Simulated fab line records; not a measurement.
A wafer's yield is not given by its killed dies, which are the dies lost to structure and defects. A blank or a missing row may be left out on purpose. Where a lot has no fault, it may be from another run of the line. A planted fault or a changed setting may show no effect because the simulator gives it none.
Chamber matching -- flow n5-finfet -- 4 sister chambers for N5_BEOL_M8_CMP_52 on cmp-02
The step polishes, stops on SiCOH lowk, t overpolish 6.9 s, target thk 80 nm. 4 wafers are shown with their chamber, then 8 later ones without.

WAFERS WITH THEIR CHAMBER
wafer,chamber,time-to-endpoint-s (s)
L089.4,0,69
L093.2,3,62
L093.5,1,63
L094.1,2,54

WAFERS WHOSE CHAMBER IS MISSING
wafer,time-to-endpoint-s (s)
L094.2,61
L094.3,57
L096.1,60
L096.5,64
L096.6,67
L097.1,67
L097.3,64
L097.5,62

WHICH CHAMBER EACH WENT THROUGH
wafer,from the rows above,in truth
L094.2,can't be placed: 3 or 1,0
L094.3,can't be placed: 2 or 3 or 1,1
L096.1,can't be placed: 3 or 1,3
L096.5,can't be placed: 1 or 3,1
L096.6,can't be placed: 0 or 1 or 3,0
L097.1,can't be placed: 0 or 1 or 3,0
L097.3,can't be placed: 1 or 3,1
L097.5,can't be placed: 3 or 1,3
Placed correctly: 0 of 8. From these rows, 8 cannot be placed; in 7 the true chamber is one of the candidates. Number placed wrongly: 0.
How it was worked out, from the rows above alone: a wafer's distance from a chamber is the root of the sum, over the readings, of the square of ((its reading less the chamber's mean) divided by the reading's scatter). The wafer belongs to the nearest chamber; if the next one is less than 2 further off, it can't be placed. A chamber's mean is the mean of its shown wafers. The scatter: root of mean squared gap, hidden wafer to nearest shown wafer, with one shown wafer a chamber.
